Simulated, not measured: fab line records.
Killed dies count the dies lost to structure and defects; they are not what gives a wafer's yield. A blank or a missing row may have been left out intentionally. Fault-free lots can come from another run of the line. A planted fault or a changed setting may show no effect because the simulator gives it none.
Which tool is to blame? :: flow nandHarc :: 24 lots, 72 wafers sampled, at 4 steps of a route of 1159

WHAT THE GAUGES READ, wafer by wafer
NHARC_A_CONTACT_INSPECT_71. Usual: rawDefectCount at 28, with a standard deviation of 14.
lot: L075
measured: day 17 02:44
on: defectInspect-02
rawDefectCount: 41 25 42
flag: 

lot: L077
measured: day 17 03:17
on: defectInspect-01
rawDefectCount: 4 7 12
flag: 

lot: L076
measured: day 17 06:28
on: defectInspect-01
rawDefectCount: 12 8 7
flag: 

lot: L074
measured: day 17 12:01
on: defectInspect-01
rawDefectCount: 4 6 3
flag: 

lot: L078
measured: day 17 14:14
on: defectInspect-02
rawDefectCount: 32 39 33
flag: 

lot: L079
measured: day 17 20:27
on: defectInspect-02
rawDefectCount: 8 8 11
flag: 

lot: L081
measured: day 18 01:40
on: defectInspect-01
rawDefectCount: 28 30 33
flag: 

lot: L080
measured: day 18 05:13
on: defectInspect-02
rawDefectCount: 21 12 19
flag: 

lot: L083
measured: day 19 03:05
on: defectInspect-01
rawDefectCount: 37 36 45
flag: 

lot: L082
measured: day 19 07:49
on: defectInspect-02
rawDefectCount: 37 38 52
flag: 

lot: L085
measured: day 19 12:28
on: defectInspect-02
rawDefectCount: 18 13 12
flag: 

lot: L084
measured: day 19 15:29
on: defectInspect-02
rawDefectCount: 15 14 15
flag: 

lot: L087
measured: day 19 23:21
on: defectInspect-01
rawDefectCount: 45 47 56
flag: 

lot: L086
measured: day 19 21:52
on: defectInspect-02
rawDefectCount: 25 31 39
flag: 

lot: L088
measured: day 20 06:02
on: defectInspect-02
rawDefectCount: 13 15 21
flag: 

lot: L089
measured: day 20 21:27
on: defectInspect-01
rawDefectCount: 39 41 35
flag: 

lot: L090
measured: day 20 22:02
on: defectInspect-02
rawDefectCount: 28 39 32
flag: 

lot: L091
measured: day 21 03:14
on: defectInspect-01
rawDefectCount: 19 44 34
flag: 

lot: L092
measured: day 21 02:37
on: defectInspect-01
rawDefectCount: 18 15 21
flag: 

lot: L093
measured: day 21 10:10
on: defectInspect-02
rawDefectCount: 47 45 49
flag: 

lot: L096
measured: day 21 23:32
on: defectInspect-02
rawDefectCount: 44 49 57
flag: 

lot: L095
measured: day 22 04:10
on: defectInspect-01
rawDefectCount: 31 27 37
flag: 

lot: L094
measured: day 22 04:31
on: defectInspect-02
rawDefectCount: 37 41 40
flag: 

lot: L097
measured: day 22 13:34
on: defectInspect-02
rawDefectCount: 28 35 31
flag: 

WHAT TOOL EACH LOT RAN ON (gives the tool, then ch and the chambers of the sampled wafers, and finally the start)
lot: L075
NHARC_A_CONTACT_ETCH_112: harCapEtch-03 ch 0,1, day 16 21:25
NHARC_A_CONTACT_ETCH_116: harCapEtch-03 ch 0,1, day 16 21:46
NHARC_A_CONTACT_ETCH_120: harCapEtch-03 ch 0,1, day 16 22:08

lot: L077
NHARC_A_CONTACT_ETCH_112: harCapEtch-02 ch 0,1, day 16 21:40
NHARC_A_CONTACT_ETCH_116: harCapEtch-02 ch 0,1, day 16 22:02
NHARC_A_CONTACT_ETCH_120: harCapEtch-02 ch 0,1, day 16 22:23

lot: L076
NHARC_A_CONTACT_ETCH_112: harCapEtch-02 ch 0,1, day 17 01:10
NHARC_A_CONTACT_ETCH_116: harCapEtch-02 ch 0,1, day 17 01:32
NHARC_A_CONTACT_ETCH_120: harCapEtch-02 ch 0,1, day 17 01:54

lot: L074
NHARC_A_CONTACT_ETCH_112: harCapEtch-02 ch 0,1, day 17 06:35
NHARC_A_CONTACT_ETCH_116: harCapEtch-02 ch 0,1, day 17 06:57
NHARC_A_CONTACT_ETCH_120: harCapEtch-02 ch 0,1, day 17 07:19

lot: L078
NHARC_A_CONTACT_ETCH_112: harCapEtch-01 ch 0,1, day 17 08:04
NHARC_A_CONTACT_ETCH_116: harCapEtch-01 ch 0,1, day 17 08:25
NHARC_A_CONTACT_ETCH_120: harCapEtch-01 ch 0,1, day 17 08:47

lot: L079
NHARC_A_CONTACT_ETCH_112: harCapEtch-01 ch 0,1, day 17 14:37
NHARC_A_CONTACT_ETCH_116: harCapEtch-01 ch 0,1, day 17 14:58
NHARC_A_CONTACT_ETCH_120: harCapEtch-01 ch 0,1, day 17 15:20

lot: L081
NHARC_A_CONTACT_ETCH_112: harCapEtch-03 ch 0,1, day 17 19:40
NHARC_A_CONTACT_ETCH_116: harCapEtch-03 ch 0,1, day 17 20:02
NHARC_A_CONTACT_ETCH_120: harCapEtch-03 ch 0,1, day 17 20:24

lot: L080
NHARC_A_CONTACT_ETCH_112: harCapEtch-02 ch 0,1, day 17 23:38
NHARC_A_CONTACT_ETCH_116: harCapEtch-02 ch 0,1, day 18 00:00
NHARC_A_CONTACT_ETCH_120: harCapEtch-02 ch 0,1, day 18 00:22

lot: L083
NHARC_A_CONTACT_ETCH_112: harCapEtch-02 ch 0,1, day 18 20:37
NHARC_A_CONTACT_ETCH_116: harCapEtch-02 ch 0,1, day 18 20:59
NHARC_A_CONTACT_ETCH_120: harCapEtch-02 ch 0,1, day 18 21:20

lot: L082
NHARC_A_CONTACT_ETCH_112: harCapEtch-01 ch 0,1, day 18 21:59
NHARC_A_CONTACT_ETCH_116: harCapEtch-01 ch 0,1, day 18 22:38
NHARC_A_CONTACT_ETCH_120: harCapEtch-01 ch 0,1, day 18 23:16

lot: L085
NHARC_A_CONTACT_ETCH_112: harCapEtch-03 ch 0,1, day 19 02:23
NHARC_A_CONTACT_ETCH_116: harCapEtch-03 ch 0,1, day 19 02:44
NHARC_A_CONTACT_ETCH_120: harCapEtch-03 ch 0,1, day 19 03:07

lot: L084
NHARC_A_CONTACT_ETCH_112: harCapEtch-01 ch 0,1, day 19 06:57
NHARC_A_CONTACT_ETCH_116: harCapEtch-01 ch 0,1, day 19 07:35
NHARC_A_CONTACT_ETCH_120: harCapEtch-01 ch 0,1, day 19 08:14

lot: L087
NHARC_A_CONTACT_ETCH_112: harCapEtch-01 ch 0,1, day 19 15:35
NHARC_A_CONTACT_ETCH_116: harCapEtch-01 ch 0,1, day 19 15:56
NHARC_A_CONTACT_ETCH_120: harCapEtch-01 ch 0,1, day 19 16:18

lot: L086
NHARC_A_CONTACT_ETCH_112: harCapEtch-02 ch 0,1, day 19 16:21
NHARC_A_CONTACT_ETCH_116: harCapEtch-02 ch 0,1, day 19 16:43
NHARC_A_CONTACT_ETCH_120: harCapEtch-02 ch 0,1, day 19 17:05

lot: L088
NHARC_A_CONTACT_ETCH_112: harCapEtch-01 ch 0,1, day 19 23:46
NHARC_A_CONTACT_ETCH_116: harCapEtch-01 ch 0,1, day 20 00:08
NHARC_A_CONTACT_ETCH_120: harCapEtch-01 ch 0,1, day 20 00:29

lot: L089
NHARC_A_CONTACT_ETCH_112: harCapEtch-02 ch 0,1, day 20 14:16
NHARC_A_CONTACT_ETCH_116: harCapEtch-02 ch 0,1, day 20 14:37
NHARC_A_CONTACT_ETCH_120: harCapEtch-02 ch 0,1, day 20 14:59

lot: L090
NHARC_A_CONTACT_ETCH_112: harCapEtch-03 ch 0,1, day 20 14:37
NHARC_A_CONTACT_ETCH_116: harCapEtch-03 ch 0,1, day 20 14:58
NHARC_A_CONTACT_ETCH_120: harCapEtch-03 ch 0,1, day 20 15:20

lot: L091
NHARC_A_CONTACT_ETCH_112: harCapEtch-02 ch 0,1, day 20 20:37
NHARC_A_CONTACT_ETCH_116: harCapEtch-02 ch 0,1, day 20 20:59
NHARC_A_CONTACT_ETCH_120: harCapEtch-02 ch 0,1, day 20 21:20

lot: L092
NHARC_A_CONTACT_ETCH_112: harCapEtch-01 ch 0,1, day 20 21:04
NHARC_A_CONTACT_ETCH_116: harCapEtch-01 ch 0,1, day 20 21:25
NHARC_A_CONTACT_ETCH_120: harCapEtch-01 ch 0,1, day 20 21:47

lot: L093
NHARC_A_CONTACT_ETCH_112: harCapEtch-01 ch 0,1, day 21 02:41
NHARC_A_CONTACT_ETCH_116: harCapEtch-01 ch 0,1, day 21 03:04
NHARC_A_CONTACT_ETCH_120: harCapEtch-01 ch 0,1, day 21 03:25

lot: L096
NHARC_A_CONTACT_ETCH_112: harCapEtch-01 ch 0,1, day 21 18:01
NHARC_A_CONTACT_ETCH_116: harCapEtch-01 ch 0,1, day 21 18:23
NHARC_A_CONTACT_ETCH_120: harCapEtch-01 ch 0,1, day 21 18:45

lot: L095
NHARC_A_CONTACT_ETCH_112: harCapEtch-03 ch 0,1, day 21 22:24
NHARC_A_CONTACT_ETCH_116: harCapEtch-03 ch 0,1, day 21 22:46
NHARC_A_CONTACT_ETCH_120: harCapEtch-03 ch 0,1, day 21 23:08

lot: L094
NHARC_A_CONTACT_ETCH_112: harCapEtch-01 ch 0,1, day 21 22:35
NHARC_A_CONTACT_ETCH_116: harCapEtch-01 ch 0,1, day 21 22:56
NHARC_A_CONTACT_ETCH_120: harCapEtch-01 ch 0,1, day 21 23:18

lot: L097
NHARC_A_CONTACT_ETCH_112: harCapEtch-03 ch 0,1, day 22 07:59
NHARC_A_CONTACT_ETCH_116: harCapEtch-03 ch 0,1, day 22 08:21
NHARC_A_CONTACT_ETCH_120: harCapEtch-03 ch 0,1, day 22 08:43
- NHARC_A_CONTACT_ETCH_112: etches the open film in C4F8/O2/Ar, time 94 s, target depth 922 nm.
- NHARC_A_CONTACT_ETCH_116: etches the open film in C4F8/O2/Ar, time 94 s, target depth 922 nm.
- NHARC_A_CONTACT_ETCH_120: etches the open film in C4F8/O2/Ar, time 94 s, target depth 922 nm.

AS READ BY THE TOOLS THEMSELVES (means over the sampled wafers that have a number; for cases with no such wafer, the mark the record gives instead)
The record holds no such reading with a usual standard deviation.

THE ANSWER, worked out from the rows above alone
Rule: lot off if the mean of its wafers having a number is beyond 3 standard deviations from the usual mean. A lot without any number at a reading at which 4 lots or more have one is off too. All remaining lots with rows at the step are treated as sound. First the gauges in route order, then the tools' own readings, where a lot's mean is used as printed above. At the first step where some lot is off, the reading lying furthest off is the one used; lots without a number count as furthest.
Nothing can be told from this: no lot is off at any reading shown.

WHAT THE SIMULATOR HAD PUT IN
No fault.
